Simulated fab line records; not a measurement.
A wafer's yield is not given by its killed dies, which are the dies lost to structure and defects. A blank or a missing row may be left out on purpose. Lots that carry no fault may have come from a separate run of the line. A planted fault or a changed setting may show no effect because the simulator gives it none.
fab line records / flow n5-finfet / part 2 of 2: steps 29 to 35 of 35
[record] lots = 5 wafers = 15 last-day = 17
route steps=1938 shown SD_EPI_P@326 SD_ACTIVATION@330 ILD0@335 SDB@347
lots that met no fault: taken from a fault-free run of the same line
start-h: the number of hours between the record's first day and the start of the first shown wafer of the lot / wait-h: hours from the lot's prior step to this one / " unchanged from the row above / L1.1+2: one row covering several wafers at once / - no value, or no start given / * or withheld: withheld / < > ~ a bound
route shown NAME@n: NAME is a module with steps in the file, n the number in the route of the first one / usual: mean and standard deviation over wafers with no fault / same: alike in all rows / chamber/n: place in a boat / sites: each site's reading / _std_site: their standard deviation / _edge_site: mean of outer sites minus mean of inner sites / radius-mm: how far each site lies from the wafer's centre / mask NAME#n: copy n / behind: the last tool/chamber to shape the wafer / hold: what put the lot on hold/how long, in hours/how the hold closed / device: transistor that didn't switch, given as n, p or np / end of line: tests run on the same wafers once the route is complete / step lacking rows: just its recipe / killed: the dies lost at the first sort to structure and to defects; this is not the yield of the wafer / map: a wafer's dies, x killed, . not, _ none there
set.NAME: setting as actually run; set.NAME@STEP: the setting as run at that earlier step / model.NAME: the simulator's own value behind a step, which no gauge read
lots at some steps of the route; a table a step, a row a wafer
services: a tool's chamber out of use, with start hour (start-h, from the record's first day; less than 0 if before it), hours out, and reason
[[steps]]
[step N5_SDB_DEVELOP_10]
[recipe] develop-time-s = 30 developer = TMAH resist = CAR-ArF rinse-liquid = diw dry = air-spin dev-temp-c = 23
lot.wafer=L083.2+5+6 tool=litho-track-03 chamber=0 start-h=- wait-h=-
lot.wafer=L087.1+2+6 tool=litho-track-03 chamber=0 start-h=- wait-h=-
lot.wafer=L088.1+3+6 tool=litho-track-05 chamber=0 start-h=- wait-h=-
lot.wafer=L093.1+5+6 tool=litho-track-01 chamber=0 start-h=- wait-h=-
lot.wafer=L094.2+3+4 tool=litho-track-03 chamber=0 start-h=- wait-h=-
[step N5_SDB_CD_MEAS_11]
[recipe] target-cd-nm = 50 landing-energy-ev = 500 detector = se-inlens polarity = opening
[usual] cd-nm = 49.9/1.3
lot.wafer=L083.2 tool=cd-sem-03 chamber=0 start-h=121.04 wait-h=- cd-nm=49.4
lot.wafer=L083.5 tool=cd-sem-03 chamber=0 start-h=121.04 wait-h=- cd-nm=50.6
lot.wafer=L083.6 tool=cd-sem-03 chamber=0 start-h=121.04 wait-h=- cd-nm=50.2
lot.wafer=L087.1 tool=cd-sem-01 chamber=0 start-h=143.11 wait-h=- cd-nm=50.3
lot.wafer=L087.2 tool=cd-sem-01 chamber=0 start-h=143.11 wait-h=- cd-nm=50.6
lot.wafer=L087.6 tool=cd-sem-01 chamber=0 start-h=143.11 wait-h=- cd-nm=50.4
lot.wafer=L088.1 tool=cd-sem-03 chamber=0 start-h=152.79 wait-h=- cd-nm=49.0
lot.wafer=L088.3 tool=cd-sem-03 chamber=0 start-h=152.79 wait-h=- cd-nm=49.1
lot.wafer=L088.6 tool=cd-sem-03 chamber=0 start-h=152.79 wait-h=- cd-nm=47.1
lot.wafer=L093.1 tool=cd-sem-02 chamber=0 start-h=180.76 wait-h=- cd-nm=50.9
lot.wafer=L093.5 tool=cd-sem-02 chamber=0 start-h=180.76 wait-h=- cd-nm=50.7
lot.wafer=L093.6 tool=cd-sem-02 chamber=0 start-h=180.76 wait-h=- cd-nm=50.5
lot.wafer=L094.2 tool=cd-sem-02 chamber=0 start-h=190.89 wait-h=- cd-nm=52.4
lot.wafer=L094.3 tool=cd-sem-02 chamber=0 start-h=190.89 wait-h=- cd-nm=50.9
lot.wafer=L094.4 tool=cd-sem-02 chamber=0 start-h=190.89 wait-h=- cd-nm=52.0
[step N5_SDB_OVL_MEAS_12]
[recipe] points-per-wafer = 44
[usual] SDB_OVL = 0.1/0.66
lot.wafer=L083.2 tool=overlay-02 chamber=0 start-h=121.07 wait-h=0.0 SDB_OVL[nm]=0.3
lot.wafer=L083.5 tool=overlay-02 chamber=0 start-h=121.07 wait-h=0.0 SDB_OVL[nm]=0.8
lot.wafer=L083.6 tool=overlay-02 chamber=0 start-h=121.07 wait-h=0.0 SDB_OVL[nm]=0.8
lot.wafer=L087.1 tool=overlay-02 chamber=0 start-h=143.14 wait-h=0.0 SDB_OVL[nm]=-0.4
lot.wafer=L087.2 tool=overlay-02 chamber=0 start-h=143.14 wait-h=0.0 SDB_OVL[nm]=-0.3
lot.wafer=L087.6 tool=overlay-02 chamber=0 start-h=143.14 wait-h=0.0 SDB_OVL[nm]=-0.6
lot.wafer=L088.1 tool=overlay-01 chamber=0 start-h=152.83 wait-h=0.0 SDB_OVL[nm]=0.0
lot.wafer=L088.3 tool=overlay-01 chamber=0 start-h=152.83 wait-h=0.0 SDB_OVL[nm]=0.0
lot.wafer=L088.6 tool=overlay-01 chamber=0 start-h=152.83 wait-h=0.0 SDB_OVL[nm]=0.7
lot.wafer=L093.1 tool=overlay-02 chamber=0 start-h=180.79 wait-h=0.0 SDB_OVL[nm]=-0.6
lot.wafer=L093.5 tool=overlay-02 chamber=0 start-h=180.79 wait-h=0.0 SDB_OVL[nm]=-0.6
lot.wafer=L093.6 tool=overlay-02 chamber=0 start-h=180.79 wait-h=0.0 SDB_OVL[nm]=0.9
lot.wafer=L094.2 tool=overlay-02 chamber=0 start-h=190.92 wait-h=0.0 SDB_OVL[nm]=-0.7
lot.wafer=L094.3 tool=overlay-02 chamber=0 start-h=190.92 wait-h=0.0 SDB_OVL[nm]=-0.5
lot.wafer=L094.4 tool=overlay-02 chamber=0 start-h=190.92 wait-h=0.0 SDB_OVL[nm]=-0.4
[step N5_SDB_INSPECT_13]
[recipe] mode = adi inspect-instrument = brightfield
[usual] raw-defect-count = 69/24
lot.wafer=L083.2 tool=defect-inspect-01 chamber=- start-h=121.09 wait-h=0.0 raw-defect-count=102
lot.wafer=L083.5 tool=defect-inspect-01 chamber=- start-h=121.09 wait-h=0.0 raw-defect-count=108
lot.wafer=L083.6 tool=defect-inspect-01 chamber=- start-h=121.09 wait-h=0.0 raw-defect-count=64
lot.wafer=L087.1 tool=defect-inspect-01 chamber=- start-h=143.16 wait-h=0.0 raw-defect-count=61
lot.wafer=L087.2 tool=defect-inspect-01 chamber=- start-h=143.16 wait-h=0.0 raw-defect-count=72
lot.wafer=L087.6 tool=defect-inspect-01 chamber=- start-h=143.16 wait-h=0.0 raw-defect-count=58
lot.wafer=L088.1 tool=defect-inspect-02 chamber=- start-h=152.85 wait-h=0.0 raw-defect-count=81
lot.wafer=L088.3 tool=defect-inspect-02 chamber=- start-h=152.85 wait-h=0.0 raw-defect-count=56
lot.wafer=L088.6 tool=defect-inspect-02 chamber=- start-h=152.85 wait-h=0.0 raw-defect-count=70
lot.wafer=L093.1 tool=defect-inspect-02 chamber=- start-h=180.82 wait-h=0.0 raw-defect-count=64
lot.wafer=L093.5 tool=defect-inspect-02 chamber=- start-h=180.82 wait-h=0.0 raw-defect-count=53
lot.wafer=L093.6 tool=defect-inspect-02 chamber=- start-h=180.82 wait-h=0.0 raw-defect-count=106
lot.wafer=L094.2 tool=defect-inspect-02 chamber=- start-h=190.95 wait-h=0.0 raw-defect-count=58
lot.wafer=L094.3 tool=defect-inspect-02 chamber=- start-h=190.95 wait-h=0.0 raw-defect-count=113
lot.wafer=L094.4 tool=defect-inspect-02 chamber=- start-h=190.95 wait-h=0.0 raw-defect-count=112
[step N5_SDB_DESCUM_16]
[recipe] chemistry = O2 time-s = 7.9 source-power-w = 50 bias-power-w = 20 pressure-mtorr = 20 rf-frequency-hz = 2.712e+07 temp-c = 40 resist = CAR-ArF o2-flow-sccm = 225
[usual] drypump-motor-current-A = 5.6/0.55 oes-product-au = 0.83/0.072 rf-vpp-V = 243.1/1.3 showerhead-plenum-p-Torr = 2.09/0.065 throttle-valve-pct = 20.39/0.24
lot.wafer=L083.2 tool=rie-diel-03 chamber=2 start-h=121.50 wait-h=0.4 drypump-motor-current-A=5.6 oes-product-au=0.91 rf-hours-counter-h=14 rf-vpp-V=243.4 showerhead-plenum-p-Torr=2.14 throttle-valve-pct=20.00
lot.wafer=L083.5 tool=rie-diel-03 chamber=3 start-h=121.50 wait-h=0.4 drypump-motor-current-A=6.0 oes-product-au=0.78 rf-hours-counter-h=- rf-vpp-V=243.7 showerhead-plenum-p-Torr=2.09 throttle-valve-pct=20.09
lot.wafer=L083.6 tool=rie-diel-03 chamber=2 start-h=121.50 wait-h=0.4 drypump-motor-current-A=5.6 oes-product-au=0.91 rf-hours-counter-h=- rf-vpp-V=244.2 showerhead-plenum-p-Torr=2.14 throttle-valve-pct=19.99
lot.wafer=L087.1 tool=rie-diel-02 chamber=1 start-h=143.20 wait-h=0.0 drypump-motor-current-A=5.0 oes-product-au=0.88 rf-hours-counter-h=29 rf-vpp-V=242.5 showerhead-plenum-p-Torr=2.04 throttle-valve-pct=20.36
lot.wafer=L087.2 tool=rie-diel-02 chamber=2 start-h=143.20 wait-h=0.0 drypump-motor-current-A=5.2 oes-product-au=0.94 rf-hours-counter-h=16 rf-vpp-V=242.5 showerhead-plenum-p-Torr=2.05 throttle-valve-pct=20.59
lot.wafer=L087.6 tool=rie-diel-02 chamber=1 start-h=143.20 wait-h=0.0 drypump-motor-current-A=5.0 oes-product-au=0.88 rf-hours-counter-h=- rf-vpp-V=242.9 showerhead-plenum-p-Torr=2.04 throttle-valve-pct=20.34
lot.wafer=L088.1 tool=rie-diel-06 chamber=1 start-h=152.88 wait-h=0.0 drypump-motor-current-A=4.8 oes-product-au=0.74 rf-hours-counter-h=155 rf-vpp-V=240.8 showerhead-plenum-p-Torr=2.03 throttle-valve-pct=20.71
lot.wafer=L088.3 tool=rie-diel-06 chamber=0 start-h=152.88 wait-h=0.0 drypump-motor-current-A=6.3 oes-product-au=0.89 rf-hours-counter-h=31 rf-vpp-V=243.5 showerhead-plenum-p-Torr=2.04 throttle-valve-pct=20.42
lot.wafer=L088.6 tool=rie-diel-06 chamber=0 start-h=152.88 wait-h=0.0 drypump-motor-current-A=6.2 oes-product-au=0.88 rf-hours-counter-h=- rf-vpp-V=242.6 showerhead-plenum-p-Torr=2.04 throttle-valve-pct=20.43
lot.wafer=L093.1 tool=rie-diel-06 chamber=0 start-h=181.34 wait-h=0.5 drypump-motor-current-A=6.2 oes-product-au=0.87 rf-hours-counter-h=38 rf-vpp-V=241.6 showerhead-plenum-p-Torr=2.03 throttle-valve-pct=20.44
lot.wafer=L093.5 tool=rie-diel-06 chamber=2 start-h=181.34 wait-h=0.5 drypump-motor-current-A=5.4 oes-product-au=0.80 rf-hours-counter-h=- rf-vpp-V=243.1 showerhead-plenum-p-Torr=2.02 throttle-valve-pct=20.33
lot.wafer=L093.6 tool=rie-diel-06 chamber=3 start-h=181.34 wait-h=0.5 drypump-motor-current-A=6.6 oes-product-au=0.79 rf-hours-counter-h=- rf-vpp-V=243.7 showerhead-plenum-p-Torr=2.12 throttle-valve-pct=20.62
lot.wafer=L094.2 tool=rie-diel-02 chamber=3 start-h=190.98 wait-h=0.0 drypump-motor-current-A=5.4 oes-product-au=0.76 rf-hours-counter-h=150 rf-vpp-V=243.5 showerhead-plenum-p-Torr=2.20 throttle-valve-pct=20.57
lot.wafer=L094.3 tool=rie-diel-02 chamber=0 start-h=190.98 wait-h=0.0 drypump-motor-current-A=5.4 oes-product-au=0.72 rf-hours-counter-h=158 rf-vpp-V=244.4 showerhead-plenum-p-Torr=2.07 throttle-valve-pct=20.50
lot.wafer=L094.4 tool=rie-diel-02 chamber=1 start-h=190.98 wait-h=0.0 drypump-motor-current-A=5.1 oes-product-au=0.86 rf-hours-counter-h=42 rf-vpp-V=241.3 showerhead-plenum-p-Torr=2.04 throttle-valve-pct=20.37
[step N5_SDB_ETCH_17]
[recipe] chemistry = CF4 target = SiARC target-depth-a = 234 mask-material = CAR-ArF time-s = 39 ion-energy-ev = 80 pressure-mtorr = 40 source-w = 545 bias-w = 36 Ar_flow_sccm = 100 cf4-flow-sccm = 100 ends = cleared
[usual] drypump-motor-current-A = 5.6/0.55 etch-rf-on-time-s = 39.5/1.1 oes-product-au = 0.71/0.061 rf-vpp-V = 184.0/1.2 showerhead-plenum-p-Torr = 2.14/0.057 throttle-valve-pct = 15.56/0.21
lot.wafer=L083.2 tool=rie-diel-03 chamber=2 start-h=121.53 wait-h=0.0 drypump-motor-current-A=5.6 etch-rf-on-time-s=39.0 oes-product-au=0.77 rf-hours-counter-h=14 rf-vpp-V=184.7 showerhead-plenum-p-Torr=2.19 throttle-valve-pct=15.19
lot.wafer=L083.5 tool=rie-diel-03 chamber=3 start-h=121.53 wait-h=0.0 drypump-motor-current-A=6.0 etch-rf-on-time-s=38.5 oes-product-au=0.66 rf-hours-counter-h=- rf-vpp-V=184.2 showerhead-plenum-p-Torr=2.15 throttle-valve-pct=15.31
lot.wafer=L083.6 tool=rie-diel-03 chamber=2 start-h=121.53 wait-h=0.0 drypump-motor-current-A=5.6 etch-rf-on-time-s=38.9 oes-product-au=0.78 rf-hours-counter-h=- rf-vpp-V=185.5 showerhead-plenum-p-Torr=2.19 throttle-valve-pct=15.18
lot.wafer=L087.1 tool=rie-diel-02 chamber=1 start-h=143.24 wait-h=0.0 drypump-motor-current-A=5.0 etch-rf-on-time-s=41.1 oes-product-au=0.73 rf-hours-counter-h=29 rf-vpp-V=183.9 showerhead-plenum-p-Torr=2.11 throttle-valve-pct=15.59
lot.wafer=L087.2 tool=rie-diel-02 chamber=2 start-h=143.24 wait-h=0.0 drypump-motor-current-A=5.1 etch-rf-on-time-s=38.4 oes-product-au=0.79 rf-hours-counter-h=16 rf-vpp-V=181.8 showerhead-plenum-p-Torr=2.10 throttle-valve-pct=15.63
lot.wafer=L087.6 tool=rie-diel-02 chamber=1 start-h=143.24 wait-h=0.0 drypump-motor-current-A=5.0 etch-rf-on-time-s=41.2 oes-product-au=0.73 rf-hours-counter-h=- rf-vpp-V=182.8 showerhead-plenum-p-Torr=2.11 throttle-valve-pct=15.58
lot.wafer=L088.1 tool=rie-diel-06 chamber=1 start-h=152.92 wait-h=0.0 drypump-motor-current-A=4.8 etch-rf-on-time-s=39.4 oes-product-au=0.64 rf-hours-counter-h=155 rf-vpp-V=183.8 showerhead-plenum-p-Torr=2.05 throttle-valve-pct=15.71
lot.wafer=L088.3 tool=rie-diel-06 chamber=0 start-h=152.92 wait-h=0.0 drypump-motor-current-A=6.3 etch-rf-on-time-s=39.3 oes-product-au=0.75 rf-hours-counter-h=31 rf-vpp-V=183.0 showerhead-plenum-p-Torr=2.11 throttle-valve-pct=15.64
lot.wafer=L088.6 tool=rie-diel-06 chamber=0 start-h=152.92 wait-h=0.0 drypump-motor-current-A=6.3 etch-rf-on-time-s=39.3 oes-product-au=0.75 rf-hours-counter-h=- rf-vpp-V=182.7 showerhead-plenum-p-Torr=2.11 throttle-valve-pct=15.64
lot.wafer=L093.1 tool=rie-diel-06 chamber=0 start-h=181.38 wait-h=0.0 drypump-motor-current-A=6.3 etch-rf-on-time-s=39.3 oes-product-au=0.74 rf-hours-counter-h=38 rf-vpp-V=182.7 showerhead-plenum-p-Torr=2.10 throttle-valve-pct=15.65
lot.wafer=L093.5 tool=rie-diel-06 chamber=2 start-h=181.38 wait-h=0.0 drypump-motor-current-A=5.4 etch-rf-on-time-s=41.3 oes-product-au=0.68 rf-hours-counter-h=- rf-vpp-V=182.8 showerhead-plenum-p-Torr=2.09 throttle-valve-pct=15.63
lot.wafer=L093.6 tool=rie-diel-06 chamber=3 start-h=181.38 wait-h=0.0 drypump-motor-current-A=6.6 etch-rf-on-time-s=38.8 oes-product-au=0.68 rf-hours-counter-h=- rf-vpp-V=185.5 showerhead-plenum-p-Torr=2.16 throttle-valve-pct=15.69
lot.wafer=L094.2 tool=rie-diel-02 chamber=3 start-h=191.01 wait-h=0.0 drypump-motor-current-A=5.4 etch-rf-on-time-s=40.4 oes-product-au=0.64 rf-hours-counter-h=150 rf-vpp-V=185.4 showerhead-plenum-p-Torr=2.22 throttle-valve-pct=15.69
lot.wafer=L094.3 tool=rie-diel-02 chamber=0 start-h=191.01 wait-h=0.0 drypump-motor-current-A=5.4 etch-rf-on-time-s=40.6 oes-product-au=0.62 rf-hours-counter-h=158 rf-vpp-V=183.9 showerhead-plenum-p-Torr=2.15 throttle-valve-pct=15.85
lot.wafer=L094.4 tool=rie-diel-02 chamber=1 start-h=191.01 wait-h=0.0 drypump-motor-current-A=5.0 etch-rf-on-time-s=41.2 oes-product-au=0.71 rf-hours-counter-h=42 rf-vpp-V=184.3 showerhead-plenum-p-Torr=2.10 throttle-valve-pct=15.60
[step N5_SDB_ETCH_18]
[recipe] chemistry = N2/H2 target = SOC target-depth-a = 1000 overetch-a = 200 mask-material = SiARC temp-c = 40 time-s = 150 ion-energy-ev = 200 pressure-mtorr = 30 source-w = 840 bias-w = 150 n2-flow-sccm = 200 h2-flow-sccm = 200
[usual] drypump-motor-current-A = 5.6/0.55 oes-product-au = 0.75/0.061 rf-vpp-V = 523.8/2.2 showerhead-plenum-p-Torr = 2.54/0.077 throttle-valve-pct = 17.76/0.25
lot.wafer=L083.2 tool=rie-diel-03 chamber=2 start-h=121.57 wait-h=0.0 drypump-motor-current-A=5.6 oes-product-au=0.80 rf-hours-counter-h=14 rf-vpp-V=525.9 showerhead-plenum-p-Torr=2.59 throttle-valve-pct=17.26
lot.wafer=L083.5 tool=rie-diel-03 chamber=3 start-h=121.57 wait-h=0.0 drypump-motor-current-A=6.0 oes-product-au=0.68 rf-hours-counter-h=- rf-vpp-V=525.6 showerhead-plenum-p-Torr=2.55 throttle-valve-pct=17.68
lot.wafer=L083.6 tool=rie-diel-03 chamber=2 start-h=121.57 wait-h=0.0 drypump-motor-current-A=5.6 oes-product-au=0.80 rf-hours-counter-h=- rf-vpp-V=526.6 showerhead-plenum-p-Torr=2.59 throttle-valve-pct=17.25
lot.wafer=L087.1 tool=rie-diel-02 chamber=1 start-h=143.27 wait-h=0.0 drypump-motor-current-A=5.1 oes-product-au=0.79 rf-hours-counter-h=29 rf-vpp-V=523.5 showerhead-plenum-p-Torr=2.49 throttle-valve-pct=17.85
lot.wafer=L087.2 tool=rie-diel-02 chamber=2 start-h=143.27 wait-h=0.0 drypump-motor-current-A=5.1 oes-product-au=0.83 rf-hours-counter-h=16 rf-vpp-V=523.6 showerhead-plenum-p-Torr=2.50 throttle-valve-pct=18.06
lot.wafer=L087.6 tool=rie-diel-02 chamber=1 start-h=143.27 wait-h=0.0 drypump-motor-current-A=5.1 oes-product-au=0.79 rf-hours-counter-h=- rf-vpp-V=522.3 showerhead-plenum-p-Torr=2.49 throttle-valve-pct=17.83
lot.wafer=L088.1 tool=rie-diel-06 chamber=1 start-h=152.95 wait-h=0.0 drypump-motor-current-A=4.8 oes-product-au=0.67 rf-hours-counter-h=155 rf-vpp-V=520.0 showerhead-plenum-p-Torr=2.42 throttle-valve-pct=17.84
lot.wafer=L088.3 tool=rie-diel-06 chamber=0 start-h=152.95 wait-h=0.0 drypump-motor-current-A=6.2 oes-product-au=0.79 rf-hours-counter-h=31 rf-vpp-V=523.8 showerhead-plenum-p-Torr=2.48 throttle-valve-pct=17.75
lot.wafer=L088.6 tool=rie-diel-06 chamber=0 start-h=152.95 wait-h=0.0 drypump-motor-current-A=6.2 oes-product-au=0.79 rf-hours-counter-h=- rf-vpp-V=523.0 showerhead-plenum-p-Torr=2.48 throttle-valve-pct=17.74
lot.wafer=L093.1 tool=rie-diel-06 chamber=0 start-h=181.41 wait-h=0.0 drypump-motor-current-A=6.2 oes-product-au=0.78 rf-hours-counter-h=38 rf-vpp-V=520.9 showerhead-plenum-p-Torr=2.48 throttle-valve-pct=17.76
lot.wafer=L093.5 tool=rie-diel-06 chamber=2 start-h=181.41 wait-h=0.0 drypump-motor-current-A=5.4 oes-product-au=0.74 rf-hours-counter-h=- rf-vpp-V=522.0 showerhead-plenum-p-Torr=2.46 throttle-valve-pct=17.66
lot.wafer=L093.6 tool=rie-diel-06 chamber=3 start-h=181.41 wait-h=0.0 drypump-motor-current-A=6.6 oes-product-au=0.72 rf-hours-counter-h=- rf-vpp-V=524.0 showerhead-plenum-p-Torr=2.58 throttle-valve-pct=18.07
lot.wafer=L094.2 tool=rie-diel-02 chamber=3 start-h=191.05 wait-h=0.0 drypump-motor-current-A=5.4 oes-product-au=0.69 rf-hours-counter-h=150 rf-vpp-V=526.1 showerhead-plenum-p-Torr=2.65 throttle-valve-pct=17.82
lot.wafer=L094.3 tool=rie-diel-02 chamber=0 start-h=191.05 wait-h=0.0 drypump-motor-current-A=5.4 oes-product-au=0.65 rf-hours-counter-h=158 rf-vpp-V=523.8 showerhead-plenum-p-Torr=2.54 throttle-valve-pct=18.04
lot.wafer=L094.4 tool=rie-diel-02 chamber=1 start-h=191.05 wait-h=0.0 drypump-motor-current-A=5.1 oes-product-au=0.77 rf-hours-counter-h=42 rf-vpp-V=523.3 showerhead-plenum-p-Torr=2.48 throttle-valve-pct=17.86
[[services]]
tool=fcvd-01 chamber=1 start-h=96.65 hours=2.4 kind=repair
tool=cmp-04 chamber=- start-h=97.98 hours=3.6 kind=pm
tool=fcvd-02 chamber=- start-h=100.06 hours=0.5 kind=repair
tool=rie-diel-06 chamber=- start-h=100.57 hours=14.6 kind=pm
tool=laser-anneal-01 chamber=- start-h=104.53 hours=3.0 kind=pm
tool=laser-anneal-01 chamber=- start-h=113.82 hours=1.3 kind=repair
tool=ald-sin-02 chamber=3 start-h=121.55 hours=17.2 kind=repair
tool=arfi-scanner-01 chamber=- start-h=121.90 hours=1.0 kind=pm
tool=cmp-03 chamber=- start-h=128.46 hours=4.0 kind=pm
tool=ald-sin-02 chamber=- start-h=130.27 hours=0.4 kind=repair
tool=rie-diel-06 chamber=0 start-h=131.05 hours=5.5 kind=repair
tool=pecvd-03 chamber=- start-h=136.71 hours=1.1 kind=repair
tool=pecvd-04 chamber=- start-h=150.68 hours=0.5 kind=repair
tool=arfi-scanner-01 chamber=- start-h=153.18 hours=1.0 kind=pm
tool=ald-sin-04 chamber=2 start-h=153.87 hours=21.7 kind=repair
tool=arfi-scanner-01 chamber=- start-h=158.78 hours=1.3 kind=pm
tool=rie-diel-06 chamber=0 start-h=162.38 hours=3.7 kind=repair
tool=rie-diel-02 chamber=1 start-h=162.82 hours=3.1 kind=repair
tool=arfi-scanner-01 chamber=- start-h=167.07 hours=0.8 kind=pm
tool=cmp-02 chamber=- start-h=172.72 hours=1.7 kind=repair
tool=wet-bench-01 chamber=- start-h=174.15 hours=1.6 kind=repair
tool=fcvd-02 chamber=- start-h=179.29 hours=0.5 kind=repair
tool=arfi-scanner-01 chamber=- start-h=186.51 hours=0.8 kind=pm
tool=cmp-03 chamber=- start-h=189.88 hours=1.2 kind=repair
